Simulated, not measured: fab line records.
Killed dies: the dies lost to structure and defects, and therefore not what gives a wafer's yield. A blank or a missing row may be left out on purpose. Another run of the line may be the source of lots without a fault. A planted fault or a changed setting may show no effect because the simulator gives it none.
Chamber matching | flow n5-finfet | cmp-03 running N5_BEOL_M0_CMP_120: 4 sister chambers
The step polishes, stops on SiOC, t overpolish 6.9 s. 4 wafers are shown with their chamber, then 9 later ones without.

== EACH WAFER AND ITS CHAMBER ==
wafer  | chamber | motor-current-A (A)
L087.4 | 1       | 5.2
L090.6 | 2       | 6.1
L092.1 | 3       | 5.2
L092.6 | 0       | 6.1

== WAFERS WITHOUT THEIR CHAMBER ==
wafer  | motor-current-A (A)
L094.1 | 6.1
L094.2 | 5.2
L094.6 | 6.0
L095.1 | 5.2
L095.5 | 5.4
L095.6 | 6.4
L097.1 | 6.5
L097.3 | 6.2
L097.5 | 5.2

== WHICH CHAMBER EACH WENT THROUGH ==
wafer  | from the rows above     | in truth
L094.1 | can't be placed: 0 or 2 | 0
L094.2 | can't be placed: 1 or 3 | 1
L094.6 | can't be placed: 0 or 2 | 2
L095.1 | can't be placed: 1 or 3 | 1
L095.5 | can't be placed: 1 or 3 | 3
L095.6 | can't be placed: 0 or 2 | 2
L097.1 | can't be placed: 0 or 2 | 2
L097.3 | can't be placed: 0 or 2 | 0
L097.5 | can't be placed: 1 or 3 | 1
Placed correctly: 0 of 9. Cannot be placed on the basis of these rows: 9; the candidates contain the true chamber in 9. Number placed wrongly: 0.
How it was worked out, from the rows above alone: a wafer's distance from a chamber is the root of the sum, over the readings, of the square of ((its reading less the chamber's mean) divided by the reading's scatter). If the next closest chamber is less than 2 further off than the closest, the wafer can't be placed; otherwise it belongs to the closest. Each chamber's mean is taken over the wafers shown for it. The scatter: with one shown wafer a chamber, the root of the mean of the squares of how far each hidden wafer lies from its nearest shown one.
